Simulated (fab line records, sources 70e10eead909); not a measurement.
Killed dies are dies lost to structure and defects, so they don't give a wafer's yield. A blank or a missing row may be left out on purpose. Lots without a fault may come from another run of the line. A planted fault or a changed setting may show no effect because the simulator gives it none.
Problem report in the 8D (eight disciplines) form, filled by code | flow nand_harc | the parts of the form that need people (team, actions taken, sign-off) are left out

1. THE PROBLEM
raw_defect_count at NHARC_P_GATE_INSPECT_68 reads a mean of 772 on 2 wafers of 2 lots; wafers without a fault read 185 with a standard deviation of 72. That is +8.2 standard deviations from the usual mean.
First seen on wafer L617.3, day 12 00:25, on defect_inspect-01. The record holds 18 wafers of 6 lots with a number at this step. Rule for "out", or "out of limits": more than 4 standard deviations from the usual mean. The other wafers with a number count as sound.

2. WHAT IT IS AND WHAT IT IS NOT
question                    | is                                   | is not
which readings at this step | raw_defect_count                     | -
which lots                  | L617, L618                           | L604, L611, L622, L625
which wafers of those lots  | L617.3, L618.3                       | L617.5, L617.6, L618.4, L618.6
read on which gauges        | defect_inspect-01, defect_inspect-02 | -
when                        | from day 12 00:25                    | up to then (8 sound wafers); but 8 sound wafers of L618, L622, L625 came after

3. SUSPECTS, AND WHAT RULES EACH OUT
Counting: a tool at a process step up to the reading stays a suspect if it ran every lot that is out. Sound lots after the first of them don't rule it out here, since some wafers of a struck lot are sound.
- the gauge at NHARC_P_GATE_INSPECT_68: ruled out. The wafers that are out were read on 2 gauges (defect_inspect-01, defect_inspect-02).
- rie_diel-08 at NHARC_P_GATE_DESCUM_61 (chemistry O2, time 3 s): kept. It ran every lot that is out, first L617 (day 11 19:46).
- wet_bench-09 at NHARC_P_GATE_STRIP_63 (strips in SPM, time 900 s): kept. It ran every lot that is out, first L617 (day 11 20:29); its last sound lot up to then is L611 (day 9 07:17).
- rtp_anneal-01 at NHARC_P_GATE_RTA_64 (time 1 s): kept. It ran every lot that is out, first L617 (day 11 23:08); its last sound lot up to then is L611 (day 9 09:54).
- pvd_sputter-02 at NHARC_P_GATE_DEGAS_109 (time 60 s): kept. It ran every lot that is out, first L617 (day 11 23:24); its last sound lot up to then is L604 (day 6 13:45).
- rtp_anneal-01 at NHARC_P_GATE_RTA_82 (time 30 s): kept. It ran every lot that is out, first L617 (day 12 00:16); its last sound lot up to then is L611 (day 9 10:58).
Left after counting: rie_diel-08 at NHARC_P_GATE_DESCUM_61, wet_bench-09 at NHARC_P_GATE_STRIP_63, rtp_anneal-01 at NHARC_P_GATE_RTA_64, pvd_sputter-02 at NHARC_P_GATE_DEGAS_109, rtp_anneal-01 at NHARC_P_GATE_RTA_82.

4. THE CAUSE (what the simulator had put in)
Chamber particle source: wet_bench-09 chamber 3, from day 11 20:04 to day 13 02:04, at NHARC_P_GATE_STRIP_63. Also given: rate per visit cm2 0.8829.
Counting left 5 suspects, and this tool is among them.

5. THE CHAIN OF EFFECTS, in route order
Each row: a reading whose mean over the struck wafers that have a number lies more than 3 standard deviations from the usual. Only readings for which the record gives a usual standard deviation are gone through. hours: the time from each lot's start at the first step in this table that gives one to its start at this step, as a median over the lots. sigmas: the change in usual standard deviations.
hours | step                    | reading             | usual | on struck wafers | change | sigmas
0     | NHARC_P_GATE_INSPECT_68 | raw_defect_count    | 185   | 772              | +587   | +8.2
461   | NHARC_END_SORT_01       | killed_at_periphery | 3.7   | 87.5             | +83.8  | +34

6. WHAT WOULD HAVE CAUGHT IT SOONER
In this record the first reading out of limits at a measuring or inspecting step was taken at day 12 00:25, 4 hours after the fault began at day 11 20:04.
Of the lots that are out (2), L618 began NHARC_P_GATE_STRIP_63 on wet_bench-09 after day 12 00:25. A hold on the tool at that time would have spared it.
